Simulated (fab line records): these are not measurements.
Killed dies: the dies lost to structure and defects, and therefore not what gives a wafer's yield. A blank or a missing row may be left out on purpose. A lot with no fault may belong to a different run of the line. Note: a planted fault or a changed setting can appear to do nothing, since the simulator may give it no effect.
Split-lot trial :: flow n5 finfet :: 7 lots, 21 wafers read, on a route of 1938 steps

== THE SPLIT ==
At N5_BEOL_M6_COAT_22 (resist thk 30 nm), the setting spin rpm was moved away from the recipe's 1500 rpm on 4 of the 21 wafers read, by -11.1% to +7.9%. For the rest of the wafers, this setting stayed at what the recipe calls for.

== FROM THE SPLIT TO THE READING: what the file shows between them, 2 steps ==
- N5_BEOL_M6_EXPOSE_25: exposes mask V5, target cd 40 nm (also split here: dose mj)
- N5_BEOL_M6_PEB_26: peb time 60 s

== THE READING ==
CAR-EUV_of_BEOL_M6_COAT_22.thk nm (the simulator's own value, which no gauge read), in nm, at N5_BEOL_M6_DEVELOP_27 (develop time 30 s). The file gives no usual value for it. Average 29.6 nm, standard deviation 0.085 nm, over the 17 wafers here run with the recipe.

wafer: L080.1
tool, chamber at the split: litho track-01, 0
spin rpm as run, rpm: 1500
against the recipe: recipe
CAR-EUV_of_BEOL_M6_COAT_22.thk nm, nm: 29.4
against lot-mates on the recipe: -

wafer: L080.4
tool, chamber at the split: litho track-01, 0
spin rpm as run, rpm: 1404
against the recipe: -6.4%
CAR-EUV_of_BEOL_M6_COAT_22.thk nm, nm: 30.6
against lot-mates on the recipe: +1.1

wafer: L080.5
tool, chamber at the split: litho track-01, 0
spin rpm as run, rpm: 1500
against the recipe: recipe
CAR-EUV_of_BEOL_M6_COAT_22.thk nm, nm: 29.6
against lot-mates on the recipe: -

wafer: L083.3
tool, chamber at the split: litho track-04, 0
spin rpm as run, rpm: 1500
against the recipe: recipe
CAR-EUV_of_BEOL_M6_COAT_22.thk nm, nm: 29.6
against lot-mates on the recipe: -

wafer: L083.4
tool, chamber at the split: litho track-04, 0
spin rpm as run, rpm: 1500
against the recipe: recipe
CAR-EUV_of_BEOL_M6_COAT_22.thk nm, nm: 29.6
against lot-mates on the recipe: -

wafer: L083.6
tool, chamber at the split: litho track-04, 0
spin rpm as run, rpm: 1500
against the recipe: recipe
CAR-EUV_of_BEOL_M6_COAT_22.thk nm, nm: 29.6
against lot-mates on the recipe: -

wafer: L087.2
tool, chamber at the split: litho track-01, 0
spin rpm as run, rpm: 1500
against the recipe: recipe
CAR-EUV_of_BEOL_M6_COAT_22.thk nm, nm: 29.6
against lot-mates on the recipe: -

wafer: L087.3
tool, chamber at the split: litho track-01, 0
spin rpm as run, rpm: 1500
against the recipe: recipe
CAR-EUV_of_BEOL_M6_COAT_22.thk nm, nm: 29.6
against lot-mates on the recipe: -

wafer: L087.5
tool, chamber at the split: litho track-01, 0
spin rpm as run, rpm: 1500
against the recipe: recipe
CAR-EUV_of_BEOL_M6_COAT_22.thk nm, nm: 29.6
against lot-mates on the recipe: -

wafer: L091.2
tool, chamber at the split: litho track-03, 0
spin rpm as run, rpm: 1619
against the recipe: +7.9%
CAR-EUV_of_BEOL_M6_COAT_22.thk nm, nm: 28.4
against lot-mates on the recipe: -1.0

wafer: L091.5
tool, chamber at the split: litho track-03, 0
spin rpm as run, rpm: 1500
against the recipe: recipe
CAR-EUV_of_BEOL_M6_COAT_22.thk nm, nm: 29.4
against lot-mates on the recipe: -

wafer: L091.6
tool, chamber at the split: litho track-03, 0
spin rpm as run, rpm: 1500
against the recipe: recipe
CAR-EUV_of_BEOL_M6_COAT_22.thk nm, nm: 29.4
against lot-mates on the recipe: -

wafer: L095.3
tool, chamber at the split: litho track-04, 0
spin rpm as run, rpm: 1448
against the recipe: -3.5%
CAR-EUV_of_BEOL_M6_COAT_22.thk nm, nm: 30.2
against lot-mates on the recipe: +0.6

wafer: L095.4
tool, chamber at the split: litho track-04, 0
spin rpm as run, rpm: 1500
against the recipe: recipe
CAR-EUV_of_BEOL_M6_COAT_22.thk nm, nm: 29.6
against lot-mates on the recipe: -

wafer: L095.5
tool, chamber at the split: litho track-04, 0
spin rpm as run, rpm: 1500
against the recipe: recipe
CAR-EUV_of_BEOL_M6_COAT_22.thk nm, nm: 29.6
against lot-mates on the recipe: -

wafer: L096.1
tool, chamber at the split: litho track-04, 0
spin rpm as run, rpm: 1333
against the recipe: -11.1%
CAR-EUV_of_BEOL_M6_COAT_22.thk nm, nm: 31.4
against lot-mates on the recipe: +1.9

wafer: L096.3
tool, chamber at the split: litho track-04, 0
spin rpm as run, rpm: 1500
against the recipe: recipe
CAR-EUV_of_BEOL_M6_COAT_22.thk nm, nm: 29.4
against lot-mates on the recipe: -

wafer: L096.6
tool, chamber at the split: litho track-04, 0
spin rpm as run, rpm: 1500
against the recipe: recipe
CAR-EUV_of_BEOL_M6_COAT_22.thk nm, nm: 29.6
against lot-mates on the recipe: -

wafer: L097.4
tool, chamber at the split: litho track-04, 0
spin rpm as run, rpm: 1500
against the recipe: recipe
CAR-EUV_of_BEOL_M6_COAT_22.thk nm, nm: 29.6
against lot-mates on the recipe: -

wafer: L097.5
tool, chamber at the split: litho track-04, 0
spin rpm as run, rpm: 1500
against the recipe: recipe
CAR-EUV_of_BEOL_M6_COAT_22.thk nm, nm: 29.6
against lot-mates on the recipe: -

wafer: L097.6
tool, chamber at the split: litho track-04, 0
spin rpm as run, rpm: 1500
against the recipe: recipe
CAR-EUV_of_BEOL_M6_COAT_22.thk nm, nm: 29.6
against lot-mates on the recipe: -

THE FIT
A straight line over all 21 wafers: CAR-EUV_of_BEOL_M6_COAT_22.thk nm changes by -0.16 nm for each +1% of spin rpm; r = -0.99; the points scatter about the line by 0.087 nm.
The same after taking each lot's own level away (the mean of its wafers on the recipe; 21 wafers): -0.158 nm for each +1%; r = -0.99; scatter 0.08 nm.
Per that fit: largest spin rpm move, reading shift of 1.8 nm.
The span of the lots' own levels, 29.40 to 29.60 nm, comes to 2.4 times the standard deviation stated above.
Consequently the slope shifts little with the lot-to-lot level, the two slopes agreeing.
Check: for one of the wafers moved furthest among these (-11.1%), held out of the fit, the line's prediction against its lot-mates is +1.65 nm. It came out at +1.9 nm against them.

== ADDITIONAL SPLITS CARRIED BY THESE WAFERS ==
Note: prior to the reading, these wafers also went through further splits. Each is held against what the fit with the lots' levels taken away leaves over:
other split on the same wafers: N5_BEOL_M5_ETCH_41 source w
wafers away from the commonest value: 6
r with CAR-EUV_of_BEOL_M6_COAT_22.thk nm (lot level and that fit taken away): +0.14

other split on the same wafers: N5_BEOL_M6_EXPOSE_25 dose mj
wafers away from the commonest value: 8
r with CAR-EUV_of_BEOL_M6_COAT_22.thk nm (lot level and that fit taken away): -0.16

== THE WHOLE CHAIN: every reading that the file lists as answering this split, in the file's order ==
step: N5_BEOL_M6_COAT_22
what it does: resist thk 30 nm
reading: CAR-EUV_of_BEOL_M6_COAT_22.thk nm (the simulator's own value, which no gauge read)
change (the file's fit): -0.151 nm for each +1% of the setting
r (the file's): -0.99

step: N5_BEOL_M6_DEVELOP_27
what it does: develop time 30 s
reading: CAR-EUV_of_BEOL_M6_COAT_22.thk nm (the simulator's own value, which no gauge read)
change (the file's fit): -0.159 nm for each +1% of the setting
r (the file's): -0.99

== THE FILE'S OWN FIT ==
CAR-EUV_of_BEOL_M6_COAT_22.thk nm changes by -0.159 nm for each +1% of spin rpm, r = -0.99.
